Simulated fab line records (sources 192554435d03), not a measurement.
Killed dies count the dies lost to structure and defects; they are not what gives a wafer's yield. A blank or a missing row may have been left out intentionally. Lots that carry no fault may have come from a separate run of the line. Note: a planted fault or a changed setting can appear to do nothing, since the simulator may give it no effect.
Lot-split experiment || flow n5 finfet || 21 wafers read across 7 lots, on a route 1938 steps long

SPLIT DETAILS
At N5_BEOL_M6_EXPOSE_08 (exposes mask M6), the setting dose mj was moved away from the recipe's 68.25 on 8 of the 21 wafers read, by -6.3% to +3.9%. This setting was run at the recipe's value on the other wafers.

FROM THE SPLIT TO THE READING: what the file shows between them, 15 steps
- N5_BEOL_M6_PEB_09: peb time 60 s
- N5_BEOL_M6_DEVELOP_10: develop time 30 s
- N5_BEOL_M6_CD_MEAS_11: target cd 38.5 nm
- N5_BEOL_M6_DESCUM_16: chemistry O2, time 7.9 s
- N5_BEOL_M6_ETCH_61: etches SiARC in CF4, target depth 45.5 nm, time 75.8 s
- N5_BEOL_M6_ETCH_62: etches SOC in N2/H2, target depth 110 nm, overetch 22 nm, time 165 s
- N5_BEOL_M6_STRIP_68: strips in N2/H2
- N5_BEOL_M6_STRIP_67: strips in CF4
- N5_BEOL_M6_HM_OPEN_17: chemistry Cl2/BCl3, target TiN, target depth 20 nm, overetch 6 nm
- N5_BEOL_M6_STRIP_19: strips in O2
- N5_BEOL_M6_CD_MEAS_18: pitch 80 nm, target cd 40 nm
- N5_BEOL_M6_COAT_63: time 60 s, resist thk 60 nm
- N5_BEOL_M6_COAT_64: time 60 s, resist thk 12 nm
- N5_BEOL_M6_PRECLEAN_42: cleans in residue remover, time 60 s
- N5_BEOL_M6_SRD_43: time 30 s

THE READING
cd nm, in nm, at N5_BEOL_M6_CD_MEAS_35 (target cd 40 nm, target cd y 28 nm). Fault-free wafers of this fab line usually give 39.9 nm, standard deviation 0.64 nm.

{"wafer": "L074.2", "tool, chamber at the split": "arfi scanner-01, 0", "dose mj as run": 68.25, "against the recipe": "recipe", "cd nm, nm": 40.0, "against lot-mates on the recipe": "-"}
{"wafer": "L074.3", "tool, chamber at the split": "arfi scanner-01, 0", "dose mj as run": 70.92, "against the recipe": "+3.9%", "cd nm, nm": 42.7, "against lot-mates on the recipe": "+2.8"}
{"wafer": "L074.4", "tool, chamber at the split": "arfi scanner-01, 0", "dose mj as run": 68.25, "against the recipe": "recipe", "cd nm, nm": 39.9, "against lot-mates on the recipe": "-"}
{"wafer": "L075.3", "tool, chamber at the split": "arfi scanner-02, 0", "dose mj as run": 63.93, "against the recipe": "-6.3%", "cd nm, nm": 38.2, "against lot-mates on the recipe": -2.0}
{"wafer": "L075.4", "tool, chamber at the split": "arfi scanner-02, 0", "dose mj as run": 63.93, "against the recipe": "-6.3%", "cd nm, nm": 37.1, "against lot-mates on the recipe": -3.1}
{"wafer": "L075.5", "tool, chamber at the split": "arfi scanner-02, 0", "dose mj as run": 68.25, "against the recipe": "recipe", "cd nm, nm": 40.2, "against lot-mates on the recipe": "-"}
{"wafer": "L076.2", "tool, chamber at the split": "arfi scanner-03, 0", "dose mj as run": 68.25, "against the recipe": "recipe", "cd nm, nm": 39.6, "against lot-mates on the recipe": "-"}
{"wafer": "L076.5", "tool, chamber at the split": "arfi scanner-03, 0", "dose mj as run": 65.04, "against the recipe": "-4.7%", "cd nm, nm": 37.2, "against lot-mates on the recipe": -2.4}
{"wafer": "L076.6", "tool, chamber at the split": "arfi scanner-03, 0", "dose mj as run": 65.04, "against the recipe": "-4.7%", "cd nm, nm": 37.7, "against lot-mates on the recipe": -1.9}
{"wafer": "L087.1", "tool, chamber at the split": "arfi scanner-01, 0", "dose mj as run": 69.68, "against the recipe": "+2.1%", "cd nm, nm": 41.0, "against lot-mates on the recipe": "+1.6"}
{"wafer": "L087.2", "tool, chamber at the split": "arfi scanner-01, 0", "dose mj as run": 69.68, "against the recipe": "+2.1%", "cd nm, nm": 39.4, "against lot-mates on the recipe": "+0.0"}
{"wafer": "L087.4", "tool, chamber at the split": "arfi scanner-01, 0", "dose mj as run": 68.25, "against the recipe": "recipe", "cd nm, nm": 39.4, "against lot-mates on the recipe": "-"}
{"wafer": "L093.2", "tool, chamber at the split": "arfi scanner-01, 0", "dose mj as run": 66.63, "against the recipe": "-2.4%", "cd nm, nm": 38.5, "against lot-mates on the recipe": -1.5}
{"wafer": "L093.3", "tool, chamber at the split": "arfi scanner-01, 0", "dose mj as run": 68.25, "against the recipe": "recipe", "cd nm, nm": 39.5, "against lot-mates on the recipe": "-"}
{"wafer": "L093.4", "tool, chamber at the split": "arfi scanner-01, 0", "dose mj as run": 68.25, "against the recipe": "recipe", "cd nm, nm": 40.4, "against lot-mates on the recipe": "-"}
{"wafer": "L094.1", "tool, chamber at the split": "arfi scanner-03, 0", "dose mj as run": 68.25, "against the recipe": "recipe", "cd nm, nm": 40.6, "against lot-mates on the recipe": "-"}
{"wafer": "L094.2", "tool, chamber at the split": "arfi scanner-03, 0", "dose mj as run": 68.25, "against the recipe": "recipe", "cd nm, nm": 40.0, "against lot-mates on the recipe": "-"}
{"wafer": "L094.5", "tool, chamber at the split": "arfi scanner-03, 0", "dose mj as run": 68.25, "against the recipe": "recipe", "cd nm, nm": 40.4, "against lot-mates on the recipe": "-"}
{"wafer": "L095.3", "tool, chamber at the split": "arfi scanner-01, 0", "dose mj as run": 68.25, "against the recipe": "recipe", "cd nm, nm": 40.1, "against lot-mates on the recipe": "-"}
{"wafer": "L095.4", "tool, chamber at the split": "arfi scanner-01, 0", "dose mj as run": 68.25, "against the recipe": "recipe", "cd nm, nm": 39.5, "against lot-mates on the recipe": "-"}
{"wafer": "L095.5", "tool, chamber at the split": "arfi scanner-01, 0", "dose mj as run": 68.25, "against the recipe": "recipe", "cd nm, nm": 38.6, "against lot-mates on the recipe": "-"}

THE FIT
A straight line over all 21 wafers: cd nm changes by +0.431 nm for each +1% of dose mj; r = +0.87; the points scatter about the line by 0.66 nm.
The same after taking each lot's own level away (the mean of its wafers on the recipe; 21 wafers): +0.46 nm for each +1%; r = +0.92; scatter 0.52 nm.
On that fit, the largest move of dose mj shifts the reading by 2.9 nm.
From 39.40 to 40.33 nm: that is the span of the lots' own levels, equal to 1.5 times the standard deviation above.
Hence the lot-to-lot level has little effect on the slope; both slopes agree.
Check: for one of the wafers moved furthest among these (-6.3%), held out of the fit, the line's prediction against its lot-mates is -3.17 nm. It came out at -2 nm against them.

FURTHER SPLITS ON THESE WAFERS
Before the reading, these wafers also passed through other splits. Each is held against what the fit with the lots' levels taken away leaves over:
{"other split on the same wafers": "N5_BEOL_M4_COAT_76 spin rpm", "wafers away from the commonest value": 7, "r with cd nm (lot level and that fit taken away)": -0.16}
{"other split on the same wafers": "N5_BEOL_M4_DESCUM_33 time s", "wafers away from the commonest value": 4, "r with cd nm (lot level and that fit taken away)": "+0.14"}
{"other split on the same wafers": "N5_BEOL_M6_ILD_DEP_00 time s", "wafers away from the commonest value": 9, "r with cd nm (lot level and that fit taken away)": "+0.20"}

THE WHOLE CHAIN: every reading that the file lists as answering this split, in the file's order
{"step": "N5_BEOL_M6_CD_MEAS_11", "what it does": "target cd 38.5 nm", "reading": "cd nm", "change (the file's fit)": "+0.481 nm for each +1% of the setting", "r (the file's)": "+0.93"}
{"step": "N5_BEOL_M6_ETCH_61", "what it does": "etches SiARC in CF4, target depth 45.5 nm, time 75.8 s", "reading": "BEOL_M6.cd offset nm (the simulator's own value, which no gauge read)", "change (the file's fit)": "+0.528 nm for each +1% of the setting", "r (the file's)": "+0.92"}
{"step": "N5_BEOL_M6_ETCH_62", "what it does": "etches SOC in N2/H2, target depth 110 nm, overetch 22 nm, time 165 s", "reading": "BEOL_M6.cd offset nm (the simulator's own value, which no gauge read)", "change (the file's fit)": "+0.517 nm for each +1% of the setting", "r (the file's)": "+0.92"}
{"step": "N5_BEOL_M6_HM_OPEN_17", "what it does": "chemistry Cl2/BCl3, target TiN, target depth 20 nm, overetch 6 nm", "reading": "BEOL_M6.cd offset nm (the simulator's own value, which no gauge read)", "change (the file's fit)": "+0.509 nm for each +1% of the setting", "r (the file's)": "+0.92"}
{"step": "N5_BEOL_M6_CD_MEAS_18", "what it does": "pitch 80 nm, target cd 40 nm", "reading": "cd nm", "change (the file's fit)": "+0.518 nm for each +1% of the setting", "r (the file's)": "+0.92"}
{"step": "N5_BEOL_M6_CD_MEAS_35", "what it does": "target cd 40 nm, target cd y 28 nm", "reading": "cd nm", "change (the file's fit)": "+0.478 nm for each +1% of the setting", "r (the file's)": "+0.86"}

THE FILE'S OWN FIT
cd nm changes by +0.478 nm for each +1% of dose mj, r = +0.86.
